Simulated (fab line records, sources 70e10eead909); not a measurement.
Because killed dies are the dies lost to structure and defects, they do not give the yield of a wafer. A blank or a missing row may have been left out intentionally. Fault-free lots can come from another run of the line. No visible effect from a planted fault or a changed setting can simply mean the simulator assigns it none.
A struck lot beside a sound one -- flow nand harc -- 13 steps out of a route of 1159
Sound: these wafers, L661.2, L661.4, L661.5. Wafers L668.2, L668.5, L668.6 were the ones struck. Last of all comes the cause.
For every step that has rows: the tool of each side, followed by ch and its chambers, followed by its first start. Under that, the readings that differ: sound wafers -- struck wafers -- difference of the means -- sigmas: that difference in standard deviations of wafers without a fault.
alike: words and numbers the same on both sides, and readings whose means are apart by under 2 such deviations; not compared: readings that were withheld, readings missing a value for some wafer, numbers with overlapping values and no deviation given by the record, and bounds like >300 which may hide the same value.
A row with sigmas, a row that says differs or no value, or rows on one side alone: a step with any of these is where the two part. Non-overlapping numbers with no deviation appear without sigmas and do not part them. A reading missing from all wafers of one side parts the sides only when that side holds two or more wafers.

first, 2 steps without rows for these wafers: NHARC_A_SOURCE_PLATE_SRD_01; NHARC_A_SOURCE_PLATE_OXIDE_02 (material SiO2, target thk 10 nm, ox time 1362 s).
NHARC_A_SOURCE_PLATE_THK_MEAS_09: measures by ellipsometry.
  sound on film metro-02, day 7 20:55; struck on film metro-01, day 10 03:08
  alike: thk nm
then, 3 steps without rows for these wafers: NHARC_A_SOURCE_PLATE_PVD_04 (deposits WSi2, target thk 50 nm); NHARC_A_SOURCE_PLATE_CVD_03 (deposits poly-Si, target thk 200 nm, time 4000 s); NHARC_A_SOURCE_PLATE_ANNEAL_05 (time 1800 s).
NHARC_A_SOURCE_PLATE_THK_MEAS_06: measures by ellipsometry.
  sound on film metro-02, day 8 10:22; struck on film metro-02, day 10 18:01
  alike: thk nm
NHARC_A_SOURCE_PLATE_INSPECT_08:
  sound on defect inspect-01, day 8 10:26; struck on defect inspect-01, day 10 18:07
  alike: raw defect count
then NHARC_A_ONON_D1_DEP_00 (target thk 1000 nm), 1 step lacking rows for these wafers.
NHARC_A_ONON_D1_THK_MEAS_02: measures by ellipsometry.
  sound on film metro-01, day 8 11:02; struck on film metro-01, day 10 18:41
  alike: thk nm
NHARC_A_ONON_D1_DEP_03: target thk 1000 nm.
  sound on pecvd onon-01 ch 0, day 8 11:16; struck on pecvd onon-03 ch 0, day 10 18:55
  alike: susceptor temp C
NHARC_A_ONON_D1_THK_MEAS_05: measures by ellipsometry.
  sound on film metro-02, day 8 11:43; struck on film metro-02, day 10 19:32
reading,sound,struck,difference,sigmas
thk nm (nm),983 984 984,625 624 624,-359,-43
  not compared: hold
next, for these wafers, 1 step has no rows: NHARC_END_SORT_01.

WHERE THEY PART
Only at NHARC_A_ONON_D1_THK_MEAS_05, within this record.

WHY: whatever the simulator had introduced
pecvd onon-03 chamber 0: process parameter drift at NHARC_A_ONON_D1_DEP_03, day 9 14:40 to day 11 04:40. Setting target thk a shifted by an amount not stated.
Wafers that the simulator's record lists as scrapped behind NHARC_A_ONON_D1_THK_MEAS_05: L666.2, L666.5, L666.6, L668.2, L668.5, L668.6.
